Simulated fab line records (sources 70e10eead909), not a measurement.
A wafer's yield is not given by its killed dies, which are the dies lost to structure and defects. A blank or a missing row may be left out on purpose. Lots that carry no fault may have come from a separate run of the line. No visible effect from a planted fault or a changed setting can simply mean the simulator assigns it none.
Matching of chambers | flow nand-harc | cmp-04 running NHARC_A_CHANNEL_FILL_D1_CMP_10: 4 sister chambers
The step polishes, target thk 150 nm. 20 wafers are shown with their chamber, then 10 later ones without.

WAFERS, EACH WITH ITS CHAMBER
wafer  | chamber | motor-current-A (A) | time-to-endpoint-s (s) | retaining-ring-pressure-frac
L075.3 | 1       | 12.5                | 13.1                   | 1.002
L075.4 | 3       | 11.7                | 16.2                   | 1.013
L075.6 | 0       | 12.5                | 11.1                   | 0.998
L077.1 | 0       | 12.9                | 14.4                   | 0.998
L077.2 | 3       | 12.2                | 15.2                   | 1.010
L077.3 | 2       | 10.5                | 13.8                   | 1.006
L079.1 | 2       | 11.3                | 13.2                   | 1.001
L079.2 | 1       | 12.2                | 14.1                   | 1.005
L079.4 | 0       | 13.0                | 12.3                   | 0.998
L080.1 | 2       | 11.0                | 15.0                   | 1.000
L080.2 | 3       | 11.5                | 13.5                   | 1.007
L080.4 | 0       | 12.7                | 11.6                   | 1.009
L083.4 | 2       | 10.9                | 13.6                   | 1.003
L083.5 | 2       | 10.8                | 13.6                   | 1.010
L083.6 | 1       | 12.4                | 13.9                   | 0.994
L090.3 | 2       | 10.5                | 13.9                   | 1.002
L090.4 | 0       | 12.8                | 12.4                   | 1.003
L090.5 | 1       | 13.0                | 13.9                   | 0.993
L092.1 | 1       | 12.9                | 17.7                   | 1.000
L092.5 | 3       | 11.1                | 17.4                   | 0.995

SIGNATURES (means of the wafers above)
reading                      | chamber 0 | chamber 1 | chamber 2 | chamber 3 | scatter within a chamber
motor-current-A              | 12.780    | 12.600    | 10.833    | 11.625    | 0.327
time-to-endpoint-s           | 12.360    | 14.540    | 13.850    | 15.575    | 1.36
retaining-ring-pressure-frac | 1.00120   | 0.99880   | 1.00367   | 1.00625   | 0.00535
Rule: for each reading, subtract the chamber's mean from the wafer's reading, divide by that reading's scatter and square the result; add these up over the readings and take the root, which gives the wafer's distance from the chamber. If the next closest chamber is less than 2 further off than the closest, the wafer can't be placed; otherwise it belongs to the closest. The scatter: the root of (the sum of the squares of (reading less its chamber's mean) over the shown wafers, divided by (wafers less chambers)).

WAFERS WHOSE CHAMBER IS MISSING
wafer  | motor-current-A (A) | time-to-endpoint-s (s) | retaining-ring-pressure-frac
L092.6 | 12.1                | 13.9                   | 1.011
L095.1 | 12.6                | 14.3                   | 0.997
L095.2 | 12.4                | 18.0                   | 0.997
L095.5 | 12.5                | 14.7                   | 0.998
L096.1 | 12.9                | 19.4                   | 1.001
L096.2 | 11.3                | 19.7                   | 0.993
L096.3 | 12.6                | 20.9                   | 1.000
L097.2 | 13.2                | 20.4                   | 1.002
L097.3 | 11.8                | 18.5                   | 0.996
L097.6 | 12.8                | 16.4                   | 0.998

CHAMBER TAKEN BY EACH
wafer  | from the rows above          | in truth
L092.6 | can't be placed: 3 or 1 or 0 | 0
L095.1 | can't be placed: 1 or 0      | 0
L095.2 | can't be placed: 1 or 3 or 0 | 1
L095.5 | can't be placed: 1 or 0      | 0
L096.1 | can't be placed: 1 or 3 or 0 | 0
L096.2 | can't be placed: 3 or 2 or 1 | 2
L096.3 | can't be placed: 1 or 3 or 0 | 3
L097.2 | can't be placed: 1 or 3 or 0 | 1
L097.3 | can't be placed: 3 or 1 or 2 | 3
L097.6 | can't be placed: 1 or 0      | 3
Correctly placed: 0 of 10. From these rows, 10 cannot be placed; in 9 the true chamber is one of the candidates. Placed wrongly: 0.
